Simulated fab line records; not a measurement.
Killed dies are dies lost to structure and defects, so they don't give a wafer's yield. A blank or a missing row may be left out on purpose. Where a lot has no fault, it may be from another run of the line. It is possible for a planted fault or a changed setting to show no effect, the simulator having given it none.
Which tool was responsible? + flow nandHarc + 11 lots with 33 wafers sampled at 3 steps, on a route of 1159 steps

## WHAT THE GAUGES READ, wafer by wafer
NHARC_P_M0_CD_MEAS_09: the cd target is 90 nm.
| lot  | measured    | on       | cdNm (nm)      |
|------|-------------|----------|----------------|
| L663 | day 6 05:10 | cdSem-01 | 89.9 91.5 89.5 |
| L666 | day 7 00:20 | cdSem-02 | 89.8 90.0 90.2 |
| L664 | day 7 01:07 | cdSem-03 | 89.6 90.2 88.9 |
| L667 | day 7 16:01 | cdSem-02 | 88.9 88.9 90.3 |
| L668 | day 8 00:17 | cdSem-03 | 90.0 90.8 90.3 |
| L669 | day 8 00:56 | cdSem-01 | 90.9 90.4 90.0 |
| L670 | day 8 09:08 | cdSem-02 | 90.9 90.4 90.0 |
| L673 | day 8 22:58 | cdSem-01 | 89.4 89.5 89.0 |
| L674 | day 8 23:31 | cdSem-01 | 96.7 97.5 98.1 |
| L675 | day 9 17:55 | cdSem-02 | 98.9 98.0 97.8 |
| L677 | day 9 23:43 | cdSem-03 | 89.6 89.3 89.0 |

## TOOL THAT RAN EACH LOT (tool first, then ch and the chambers of the sampled wafers, then the start)
| lot  | NHARC_P_GATE_STRIP_95              | NHARC_P_M0_PEB_07               |
|------|------------------------------------|---------------------------------|
| L663 | plasmaAsher-02 ch 0,1, day 5 21:39 | lithoTrack-04 ch 0, day 6 05:04 |
| L666 | plasmaAsher-02 ch 0,1, day 6 16:41 | lithoTrack-06 ch 0, day 7 00:16 |
| L664 | plasmaAsher-02 ch 0,1, day 6 17:28 | lithoTrack-01 ch 0, day 7 01:02 |
| L667 | plasmaAsher-01 ch 0,1, day 7 04:38 | lithoTrack-01 ch 0, day 7 15:56 |
| L668 | plasmaAsher-01 ch 1, day 7 09:30   | lithoTrack-06 ch 0, day 8 00:12 |
| L669 | plasmaAsher-02 ch 0,1, day 7 10:05 | lithoTrack-04 ch 0, day 8 00:52 |
| L670 | plasmaAsher-02 ch 0,1, day 8 01:19 | lithoTrack-01 ch 0, day 8 09:03 |
| L673 | plasmaAsher-01 ch 0,1, day 8 13:07 | lithoTrack-01 ch 0, day 8 22:53 |
| L674 | plasmaAsher-02 ch 0,1, day 8 13:19 | lithoTrack-01 ch 0, day 8 23:26 |
| L675 | plasmaAsher-02 ch 1, day 9 08:08   | lithoTrack-01 ch 0, day 9 17:50 |
| L677 | plasmaAsher-02 ch 0,1, day 9 16:06 | lithoTrack-06 ch 0, day 9 23:38 |
- NHARC_P_GATE_STRIP_95: strips in O2.
- NHARC_P_M0_PEB_07: peb time 65 s.

## THE ANSWER, worked out from the rows above alone
Rule: usual is defined by the lots themselves. Put in order of their means at a reading, lots are off if they are a third of the lots or fewer, leave a main group of 4 or more, and stand apart from it by a gap of 3 or more times the standard deviation of the main group's means; of several such gaps the widest counts. A main group whose means are all the same, to the digits that the tables above print for the reading, isn't used. Also off: a lot with no number at a reading for which 4 or more lots have one. The other lots that the step has rows for count as sound.
Off at NHARC_P_M0_CD_MEAS_09 (cdNm): L674, L675. Mean 89.9 nm and standard deviation 0.48 in the main group.
If a tool, at a process step before that reading, ran all the lots that are off and no sound lot after the first of them, it fits. Those tools and the gauges at NHARC_P_M0_CD_MEAS_09 are tried in the same way. One fits: lithoTrack-01 at NHARC_P_M0_PEB_07. Its last sound lot is L673 (day 8 22:53), its first lot that is off L674 (day 8 23:26): a fault that began between those two fits.

## WHAT WAS PUT IN BY THE SIMULATOR
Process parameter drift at NHARC_P_M0_PEB_07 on lithoTrack-01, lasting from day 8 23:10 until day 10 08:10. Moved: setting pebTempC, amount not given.
Lots struck among those shown: L674, L675. The rule above found the same.
